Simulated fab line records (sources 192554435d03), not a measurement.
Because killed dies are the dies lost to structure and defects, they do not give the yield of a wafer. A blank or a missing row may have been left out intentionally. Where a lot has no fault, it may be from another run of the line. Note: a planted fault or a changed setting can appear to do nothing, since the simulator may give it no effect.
Lot-split experiment + flow n5-finfet + on a route of 1938 steps: 7 lots, 21 wafers read

## SPLIT DETAILS
At N5_BEOL_M8_ETCH_65 (etches SiARC in CF4, target depth 15.6 nm, time 26 s), the setting source-w was moved away from the recipe's 545 W on 8 of the 21 wafers read, by -7.3% to +17.2%. This setting was run at the recipe's value on the other wafers.

The reading is taken at the split's own step.

## THE READING
rf-vpp-V, in V, at N5_BEOL_M8_ETCH_65 (etches SiARC in CF4, target depth 15.6 nm, time 26 s). A value of 184.4 V with a standard deviation of 1 V is what fault-free wafers of this fab line usually give.

| wafer  | tool, chamber at the split | source-w as run, W | against the recipe | rf-vpp-V, V | against lot-mates on the recipe |
|--------|----------------------------|--------------------|--------------------|-------------|---------------------------------|
| L079.4 | rie-diel-01, 3             | 545                | recipe             | 183.4       | -                               |
| L079.5 | rie-diel-01, 2             | 545                | recipe             | 185.5       | -                               |
| L079.6 | rie-diel-01, 1             | 545                | recipe             | 185.0       | -                               |
| L080.3 | rie-diel-05, 0             | 628.6              | +15.3%             | 174.9       | -10.7                           |
| L080.4 | rie-diel-05, 3             | 545                | recipe             | 185.6       | -                               |
| L080.5 | rie-diel-05, 3             | 628.6              | +15.3%             | 175.8       | -9.8                            |
| L081.1 | rie-diel-01, 3             | 624.9              | +14.7%             | 176.7       | -7.7                            |
| L081.2 | rie-diel-01, 2             | 545                | recipe             | 184.6       | -                               |
| L081.4 | rie-diel-01, 1             | 545                | recipe             | 184.2       | -                               |
| L085.2 | rie-diel-04, 1             | 545                | recipe             | 183.7       | -                               |
| L085.5 | rie-diel-04, 3             | 545                | recipe             | 182.6       | -                               |
| L085.6 | rie-diel-04, 2             | 505.3              | -7.3%              | 190.0       | +6.9                            |
| L084.2 | rie-diel-01, 2             | 638.7              | +17.2%             | 175.4       | -10.5                           |
| L084.3 | rie-diel-01, 3             | 545                | recipe             | 185.9       | -                               |
| L084.5 | rie-diel-01, 3             | 638.7              | +17.2%             | 173.8       | -12.1                           |
| L090.1 | rie-diel-01, 0             | 545                | recipe             | 185.1       | -                               |
| L090.2 | rie-diel-01, 1             | 545                | recipe             | 184.9       | -                               |
| L090.5 | rie-diel-01, 1             | 545                | recipe             | 185.9       | -                               |
| L092.1 | rie-diel-01, 3             | 545                | recipe             | 185.7       | -                               |
| L092.3 | rie-diel-01, 0             | 633.9              | +16.3%             | 175.1       | -10.6                           |
| L092.5 | rie-diel-01, 1             | 633.9              | +16.3%             | 174.7       | -11.0                           |

FIT RESULTS
A straight line over all 21 wafers: rf-vpp-V changes by -0.605 V for each +1% of source-w; r = -0.98; the points scatter about the line by 0.92 V.
The same after taking each lot's own level away (the mean of its wafers on the recipe; 21 wafers): -0.666 V for each +1%; r = -0.99; scatter 0.82 V.
On that fit, the largest move of source-w shifts the reading by 11 V.
The span of the lots' own levels, 183.15 to 185.90 V, comes to 2.8 times the standard deviation stated above.
Hence the lot-to-lot level has little effect on the slope; both slopes agree.
Check: with one of the wafers moved furthest among these (+17.2%) left out of the fit, the line predicts -11.4 V for it against its lot-mates. It came out at -10.5 V against them.
Tool readings at the split's step, against how far the setting was moved: etch-rf-on-time-s r = -0.97; rf-vpp-V r = -0.98.

## OTHER SPLITS APPLIED TO THESE WAFERS
Other splits were also applied to these wafers ahead of the reading. Each is held against what the fit with the lots' levels taken away leaves over:
| other split on the same wafers   | wafers away from the commonest value | r with rf-vpp-V (lot level and that fit taken away) |
|----------------------------------|--------------------------------------|-----------------------------------------------------|
| N5_BEOL_M7_VIA_ETCH_34 source-w  | 8                                    | -0.05                                               |
| N5_BEOL_M7_TRENCH_ETCH_37 bias-w | 6                                    | +0.02                                               |

## THE WHOLE CHAIN: every reading that the file lists as answering this split, in the file's order
| step               | what it does                                         | reading           | change (the file's fit)              | r (the file's) |
|--------------------|------------------------------------------------------|-------------------|--------------------------------------|----------------|
| N5_BEOL_M8_ETCH_65 | etches SiARC in CF4, target depth 15.6 nm, time 26 s | etch-rf-on-time-s | withheld for each +1% of the setting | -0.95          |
| N5_BEOL_M8_ETCH_65 | etches SiARC in CF4, target depth 15.6 nm, time 26 s | rf-vpp-V          | -0.65 V for each +1% of the setting  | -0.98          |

## FILE'S OWN FIT
rf-vpp-V changes by -0.65 V for each +1% of source-w, r = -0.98.
